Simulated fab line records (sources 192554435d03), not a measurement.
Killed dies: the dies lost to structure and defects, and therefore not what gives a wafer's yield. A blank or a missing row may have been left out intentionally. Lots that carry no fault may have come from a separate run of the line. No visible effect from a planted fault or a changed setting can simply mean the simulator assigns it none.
Chamber matching | flow n5Finfet | rieDiel-02 running N5_SD_EPI_P_ETCH_47: 4 sister chambers
The step etches SiOCN in CH3F/O2, target depth 25 nm. 8 wafers are shown with their chamber, then 7 later ones without.

WAFERS, EACH WITH ITS CHAMBER
wafer  | chamber | showerheadPlenumPTorr (Torr) | drypumpMotorCurrentA (A)
L075.6 | 0       | 1.89                         | 5.1
L081.2 | 0       | 1.89                         | 5.1
L085.5 | 3       | 2.05                         | 6.6
L088.3 | 3       | 2.05                         | 6.6
L088.4 | 2       | 1.94                         | 5.1
L088.5 | 1       | 2.08                         | 5.6
L091.1 | 2       | 1.94                         | 5.0
L091.2 | 1       | 2.07                         | 5.6

WAFERS WITH NO CHAMBER GIVEN
wafer  | showerheadPlenumPTorr (Torr) | drypumpMotorCurrentA (A)
L091.5 | 2.05                         | 6.6
L094.2 | 1.93                         | 5.1
L094.3 | 2.13                         | 5.1
L094.5 | 2.05                         | 6.6
L096.1 | 2.07                         | 5.5
L096.2 | 2.05                         | 6.6
L096.6 | 2.07                         | 5.6

EACH ONE'S CHAMBER
wafer  | from the rows above | in truth
L091.5 | 3                   | 3
L094.2 | 2                   | 2
L094.3 | 1                   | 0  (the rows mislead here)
L094.5 | 3                   | 3
L096.1 | 1                   | 1
L096.2 | 3                   | 3
L096.6 | 1                   | 1
Correct placement for 6 of the 7. Can't be placed from these rows: 0. 1 placed wrongly.
How it was worked out, from the rows above alone: a wafer's distance from a chamber is the root of the sum, over the readings, of the square of ((its reading less the chamber's mean) divided by the reading's scatter). If the next closest chamber is less than 2 further off than the closest, the wafer can't be placed; otherwise it belongs to the closest. For every chamber, the mean is computed from those of its wafers that are shown. The scatter is the square root of a quotient: the sum, over the shown wafers, of each reading's squared deviation from its chamber's mean, divided by wafers minus chambers.
